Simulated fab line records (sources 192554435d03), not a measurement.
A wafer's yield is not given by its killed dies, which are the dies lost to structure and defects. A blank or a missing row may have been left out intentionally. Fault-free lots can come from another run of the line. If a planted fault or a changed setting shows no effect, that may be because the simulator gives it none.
What tool caused it? + flow n5-finfet + route of 1938 steps, sampled at 1 step: 6 lots, 18 wafers

WHAT EACH GAUGE READ, for each wafer
N5_BEOL_M9_OCD_MEAS_38.
| lot  | measured     | on     | trench-depth-nm (nm) |
|------|--------------|--------|----------------------|
| L456 | day 12 13:23 | ocd-02 | 151.7 148.1 148.7    |
| L461 | day 14 18:05 | ocd-02 | 151.0 152.8 154.8    |
| L464 | day 16 20:06 | ocd-01 | 151.8 152.7 150.6    |
| L466 | day 17 07:55 | ocd-02 | 155.3 151.5 151.5    |
| L465 | day 17 10:34 | ocd-02 | 154.3 150.8 150.1    |
| L471 | day 17 17:53 | ocd-02 | 153.1 149.9 150.8    |

EACH LOT AND THE TOOL THAT RAN IT (in order: tool; ch and the chambers of the sampled wafers; start)
No process step before these readings appears in the record.

THE ANSWER, worked out from the rows above alone
Rule: the usual values come from the lots themselves. Put in order of their means at a reading, lots are off if they are a third of the lots or fewer, leave a main group of 4 or more, and stand apart from it by a gap of 3 or more times the standard deviation of the main group's means; of several such gaps the widest counts. A main group whose means are all the same, to the digits that the tables above print for the reading, isn't used. A lot without any number at a reading at which 4 lots or more have one is off too. Any other lot the step has rows for is counted as sound.
Across all readings shown, no lot is off: no conclusion can be drawn from this.

WHAT THE SIMULATOR HAD PUT IN
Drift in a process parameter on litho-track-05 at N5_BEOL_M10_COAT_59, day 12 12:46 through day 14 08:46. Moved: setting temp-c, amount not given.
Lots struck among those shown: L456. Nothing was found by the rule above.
